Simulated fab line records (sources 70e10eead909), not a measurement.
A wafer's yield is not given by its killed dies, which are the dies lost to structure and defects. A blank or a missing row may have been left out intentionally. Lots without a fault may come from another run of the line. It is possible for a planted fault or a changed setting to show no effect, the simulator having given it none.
A lot that was struck, set against a sound lot | flow nand-harc | 14 out of 1302 route steps
Sound: wafers L266.2, L266.4, L266.5. Wafers struck: L274.1, L274.2, L274.6. The cause comes at the end.
At each step with rows: each side's tool, then ch and its chambers, then its first start. Under that, the readings that differ: sound wafers | struck wafers | difference of the means | sigmas: that difference in standard deviations of wafers without a fault.
alike: same words and numbers on both sides, and readings whose means sit less than 2 such deviations apart. not compared: any withheld reading, any reading some wafer has no value for, any bound like >300 that may hide the same value, and any number with overlapping values for which the record gives no deviation.
The two part at a step that has a row with sigmas, a row that says differs or no value, or rows on one side only. Numbers that have no deviation but don't overlap get no sigmas and don't part them. A reading missing from all wafers of one side parts the sides only when that side holds two or more wafers.

first, 1 step without rows for these wafers: NHARC_P_M0_SRD_25.
NHARC_P_M0_INSPECT_27:
  sound on defect-inspect-02, day 8 18:54; struck on defect-inspect-01, day 12 04:56
  reading          | sound       | struck      | difference | sigmas
  raw-defect-count | 146 112 204 | 241 327 470 | +192       | +2
NHARC_P_M0_PRE_CLEAN_31: time 12 s.
  sound on pecvd-01 ch 0,1,2, day 8 18:59; struck on pecvd-01 ch 0,1,2, day 12 05:00
  alike: heater-power-w
NHARC_P_M0_DEP_32: deposits SiCN, target thk 30 nm.
  sound on pecvd-01 ch 0,1,2, day 8 19:05; struck on pecvd-01 ch 0,1,2, day 12 05:05
  alike: heater-power-w
then, 7 steps without rows for these wafers: NHARC_P_M1_DEP_00 (deposits SiOC, target thk 182.5 nm); NHARC_P_M1_DEHYDRATE_01 (time 120 s); NHARC_P_M1_HMDS_02 (time 30 s); NHARC_P_M1_COAT_34 (time 65 s); NHARC_P_M1_COAT_03 (resist thk 90 nm); NHARC_P_M1_SOFTBAKE_04 (time 55 s); NHARC_P_M1_EBR_05.
NHARC_P_M1_EXPOSE_06: exposes mask P M1, target cd 130 nm.
  sound on arfi-scanner-02 ch 0, day 8 20:22; struck on arfi-scanner-02 ch 0, day 12 06:11
  reading              | sound             | struck            | difference | sigmas
  exposure-dose-mJ-cm2 | 81.80 81.84 81.87 | 80.84 80.87 80.83 | -0.99      | -10
  alike: mask, focus-offset-nm
then, 1 step without rows for these wafers: NHARC_P_M1_PEB_07 (peb time 65 s).
NHARC_END_SORT_01:
  the record has rows for the sound wafers here (prober-01 ch 0, day 27 20:29) and none for the struck ones

== WHERE THEY PART ==
First at NHARC_P_M0_INSPECT_27; last, within this record, at NHARC_END_SORT_01.

WHY: what had been put in by the simulator
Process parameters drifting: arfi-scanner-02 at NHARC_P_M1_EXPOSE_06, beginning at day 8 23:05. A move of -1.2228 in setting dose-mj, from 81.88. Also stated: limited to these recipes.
